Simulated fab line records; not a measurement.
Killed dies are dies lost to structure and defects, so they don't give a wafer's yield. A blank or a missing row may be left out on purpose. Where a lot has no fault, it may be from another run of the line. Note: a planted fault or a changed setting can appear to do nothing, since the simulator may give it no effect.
Matching of chambers || flow n5 finfet || N5_BEOL_M0_SAQP_ILD_DEP_01 on pecvd-01: 3 sister chambers
The step deposits SiOC from DEMS/O2, target thk 45.419 nm, time 8.7 s. 6 wafers are shown with their chamber, then 11 later ones without.

== EACH WAFER AND ITS CHAMBER ==
{"wafer": "L080.2", "chamber": 1, "throttle valve pct (%)": 11.1, "showerhead plenum p Torr (Torr)": 5.683}
{"wafer": "L083.5", "chamber": 1, "throttle valve pct (%)": 11.2, "showerhead plenum p Torr (Torr)": 5.688}
{"wafer": "L088.1", "chamber": 2, "throttle valve pct (%)": 11.8, "showerhead plenum p Torr (Torr)": 5.700}
{"wafer": "L088.3", "chamber": 0, "throttle valve pct (%)": 12.9, "showerhead plenum p Torr (Torr)": 5.711}
{"wafer": "L088.5", "chamber": 0, "throttle valve pct (%)": 12.4, "showerhead plenum p Torr (Torr)": 5.719}
{"wafer": "L089.1", "chamber": 2, "throttle valve pct (%)": 11.6, "showerhead plenum p Torr (Torr)": 5.711}

== WAFERS WITH NO CHAMBER GIVEN ==
{"wafer": "L089.2", "throttle valve pct (%)": 11.3, "showerhead plenum p Torr (Torr)": 5.687}
{"wafer": "L089.5", "throttle valve pct (%)": 11.8, "showerhead plenum p Torr (Torr)": 5.704}
{"wafer": "L091.1", "throttle valve pct (%)": 12.8, "showerhead plenum p Torr (Torr)": 5.718}
{"wafer": "L091.2", "throttle valve pct (%)": 11.3, "showerhead plenum p Torr (Torr)": 5.677}
{"wafer": "L091.5", "throttle valve pct (%)": 11.1, "showerhead plenum p Torr (Torr)": 5.682}
{"wafer": "L090.1", "throttle valve pct (%)": 11.6, "showerhead plenum p Torr (Torr)": 5.695}
{"wafer": "L090.3", "throttle valve pct (%)": 12.7, "showerhead plenum p Torr (Torr)": 5.700}
{"wafer": "L090.4", "throttle valve pct (%)": 11.2, "showerhead plenum p Torr (Torr)": 5.682}
{"wafer": "L093.1", "throttle valve pct (%)": 12.4, "showerhead plenum p Torr (Torr)": 5.690}
{"wafer": "L093.4", "throttle valve pct (%)": 12.7, "showerhead plenum p Torr (Torr)": 5.711}
{"wafer": "L093.5", "throttle valve pct (%)": 12.8, "showerhead plenum p Torr (Torr)": 5.716}

== EACH ONE'S CHAMBER ==
{"wafer": "L089.2", "from the rows above": 1, "in truth": 1}
{"wafer": "L089.5", "from the rows above": 2, "in truth": 2}
{"wafer": "L091.1", "from the rows above": 0, "in truth": 0}
{"wafer": "L091.2", "from the rows above": 1, "in truth": 1}
{"wafer": "L091.5", "from the rows above": 1, "in truth": 1}
{"wafer": "L090.1", "from the rows above": "can't be placed: 2 or 1", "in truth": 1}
{"wafer": "L090.3", "from the rows above": 0, "in truth": 0}
{"wafer": "L090.4", "from the rows above": 1, "in truth": 1}
{"wafer": "L093.1", "from the rows above": "can't be placed: 2 or 0 or 1", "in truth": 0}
{"wafer": "L093.4", "from the rows above": 0, "in truth": 0}
{"wafer": "L093.5", "from the rows above": 0, "in truth": 0}
Correctly placed: 9 of 11. Can't be placed from these rows: 2 (the true chamber is among the candidates in 2). Placed wrongly: 0.
How it was worked out, from the rows above alone: a wafer's distance from a chamber is the root of the sum, over the readings, of the square of ((its reading less the chamber's mean) divided by the reading's scatter). The wafer belongs to the nearest chamber; if the next one is less than 2 further off, it can't be placed. A chamber's mean is the mean of its shown wafers. The scatter: take each reading less its chamber's mean, square it, sum over the shown wafers, divide by the number of wafers less the number of chambers, and take the root.
